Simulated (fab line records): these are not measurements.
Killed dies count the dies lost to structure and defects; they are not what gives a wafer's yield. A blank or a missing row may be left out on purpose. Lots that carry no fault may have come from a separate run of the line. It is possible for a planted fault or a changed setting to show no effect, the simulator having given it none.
Split-lot experiment ; flow n5Finfet ; 21 wafers read across 7 lots, on a route 1938 steps long

== ON THE SPLIT ==
At N5_BEOL_M4_DESCUM_33 (chemistry O2, time 7 s), the setting timeS was moved away from the recipe's 7 s on 6 of the 21 wafers read, by -16.2% to +10.0%. For the rest of the wafers, this setting stayed at what the recipe calls for.

== FROM THE SPLIT TO THE READING: what the file shows between them, 3 steps ==
- N5_BEOL_M4_ETCH_77: etches underlayer in N2/H2, target depth 6.5 nm, time 5.2 s
- N5_BEOL_M4_ETCH_69: etches SiARC in CF4, target depth 15.6 nm, time 26 s
- N5_BEOL_M4_ALD_98: deposits SiO2, target thk 2.5 nm, pulse time 1 s, co reactant pulse time 1 s

== THE READING ==
CAR-EUV_of_BEOL_M4_COAT_22.thkNm (the simulator's own value, which no gauge read), in nm, at N5_BEOL_M4_ETCHBACK_99 (etches SiO2 in CHF3, target depth 5 nm, time 10.4 s). There is no usual value for it anywhere in the file. Here, 15 wafers ran the recipe; their average is 10.4 nm with a standard deviation of 0.1 nm.

wafer;tool, chamber at the split;timeS as run, s;against the recipe;CAR-EUV_of_BEOL_M4_COAT_22.thkNm, nm;against lot-mates on the recipe
L074.3;rieDiel-06, 1,0;7;recipe;10.6;-
L074.4;rieDiel-06, 3;6.26;-10.6%;11;+0.5
L074.6;rieDiel-06, 1,0;7;recipe;10.4;-
L078.1;rieDiel-01, 3,0;7;recipe;10.4;-
L078.2;rieDiel-01, 3,0;7;recipe;10.4;-
L078.4;rieDiel-01, 1;7.499;+7.1%;10;-0.4
L083.4;rieDiel-01, 1;5.864;-16.2%;10.8;+0.4
L083.5;rieDiel-01, 2;5.864;-16.2%;11;+0.6
L083.6;rieDiel-01, 3;7;recipe;10.4;-
L087.2;rieDiel-03, 0,3;7;recipe;10.4;-
L087.3;rieDiel-03, 1;7;recipe;10.4;-
L087.6;rieDiel-03, 0,3;7;recipe;10.2;-
L089.2;rieDiel-01, 2;7;recipe;10.4;-
L089.3;rieDiel-01, 0,3;7;recipe;10.4;-
L089.4;rieDiel-01, 0,3;7;recipe;10.4;-
L091.2;rieDiel-06, 2;7;recipe;10.6;-
L091.3;rieDiel-06, 1;7;recipe;10.4;-
L091.4;rieDiel-06, 3;7.703;+10.0%;10;-0.5
L096.1;rieDiel-03, 2;7;recipe;10.6;-
L096.4;rieDiel-03, 3;6.402;-8.5%;10.6;+0.1
L096.6;rieDiel-03, 0;7;recipe;10.4;-
The file does not say which wafer passed through which chamber wherever a row lists several chambers: such a row stands for several wafers.

FIT RESULTS
A straight line over all 21 wafers: CAR-EUV_of_BEOL_M4_COAT_22.thkNm changes by -0.0358 nm for each +1% of timeS; r = -0.89; the points scatter about the line by 0.12 nm.
The same after taking each lot's own level away (the mean of its wafers on the recipe; 21 wafers): -0.0361 nm for each +1%; r = -0.91; scatter 0.1 nm.
That fit puts the effect of the largest move of timeS on the reading at 0.59 nm.
The lots' own levels span 10.33 to 10.50 nm, that is 1.7 times the standard deviation above.
So the lot-to-lot level changes the slope little: the two slopes agree.
Check: for one of the wafers moved furthest among these (-16.2%), held out of the fit, the line's prediction against its lot-mates is +0.632 nm. Against them it came out at +0.4 nm.

== FURTHER SPLITS ON THESE WAFERS ==
These wafers also went through other splits before the reading. Each is held against what the fit with the lots' levels taken away leaves over:
other split on the same wafers;wafers away from the commonest value;r with CAR-EUV_of_BEOL_M4_COAT_22.thkNm (lot level and that fit taken away)
N5_BEOL_M2_COAT_67 spinRpm;3;+0.38
N5_BEOL_M2_COAT_68 spinRpm;8;-0.33
N5_BEOL_M3_COAT_22 spinRpm;8;-0.04
N5_BEOL_M4_EXPOSE_25 doseMj;7;+0.19

== THE WHOLE CHAIN: every reading that the file lists as answering this split, in the file's order ==
step;what it does;reading;change (the file's fit);r (the file's)
N5_BEOL_M4_DESCUM_33;chemistry O2, time 7 s;CAR-EUV_of_BEOL_M4_COAT_22.thkNm (the simulator's own value, which no gauge read);-0.04 nm for each +1% of the setting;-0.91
N5_BEOL_M4_ETCH_77;etches underlayer in N2/H2, target depth 6.5 nm, time 5.2 s;CAR-EUV_of_BEOL_M4_COAT_22.thkNm (the simulator's own value, which no gauge read);-0.0348 nm for each +1% of the setting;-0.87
N5_BEOL_M4_ETCH_69;etches SiARC in CF4, target depth 15.6 nm, time 26 s;CAR-EUV_of_BEOL_M4_COAT_22.thkNm (the simulator's own value, which no gauge read);-0.0416 nm for each +1% of the setting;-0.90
N5_BEOL_M4_ETCHBACK_99;etches SiO2 in CHF3, target depth 5 nm, time 10.4 s;CAR-EUV_of_BEOL_M4_COAT_22.thkNm (the simulator's own value, which no gauge read);-0.0369 nm for each +1% of the setting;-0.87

== THE FILE'S OWN FIT ==
CAR-EUV_of_BEOL_M4_COAT_22.thkNm changes by -0.0369 nm for each +1% of timeS, r = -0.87.
